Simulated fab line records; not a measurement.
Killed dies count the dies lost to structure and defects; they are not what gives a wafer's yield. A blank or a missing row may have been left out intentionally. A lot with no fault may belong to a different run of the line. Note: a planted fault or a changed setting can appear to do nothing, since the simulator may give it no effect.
Matching of chambers | flow nand-harc | pecvd-02 running NHARC_A_M0_PRE_CLEAN_31: 3 sister chambers
The step time 12 s. 3 wafers are shown with their chamber, then 10 later ones without.

## WAFERS PAIRED WITH THEIR CHAMBERS
wafer  | chamber | heater-power-w (W)
L083.2 | 2       | 716
L086.1 | 0       | 541
L086.3 | 1       | 826

## WAFERS WITHOUT THEIR CHAMBER
wafer  | heater-power-w (W)
L086.6 | 550
L090.3 | 812
L090.4 | 632
L090.5 | 847
L094.2 | 601
L094.3 | 852
L094.5 | 852
L097.2 | 854
L097.4 | 693
L097.6 | 878

## EACH ONE'S CHAMBER
wafer  | from the rows above     | in truth
L086.6 | 0                       | 0
L090.3 | 1                       | 1
L090.4 | can't be placed: 2 or 0 | 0
L090.5 | 1                       | 1
L094.2 | can't be placed: 0 or 2 | 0
L094.3 | 1                       | 1
L094.5 | 1                       | 1
L097.2 | 1                       | 1
L097.4 | 2                       | 2
L097.6 | 1                       | 1
Correct placement for 8 of the 10. Can't be placed from these rows: 2 (the true chamber is among the candidates in 2). Number placed wrongly: 0.
How it was worked out, from the rows above alone: a wafer's distance from a chamber is the root of the sum, over the readings, of the square of ((its reading less the chamber's mean) divided by the reading's scatter). If the next closest chamber is less than 2 further off than the closest, the wafer can't be placed; otherwise it belongs to the closest. For every chamber, the mean is computed from those of its wafers that are shown. The scatter: root of mean squared gap, hidden wafer to nearest shown wafer, with one shown wafer a chamber.
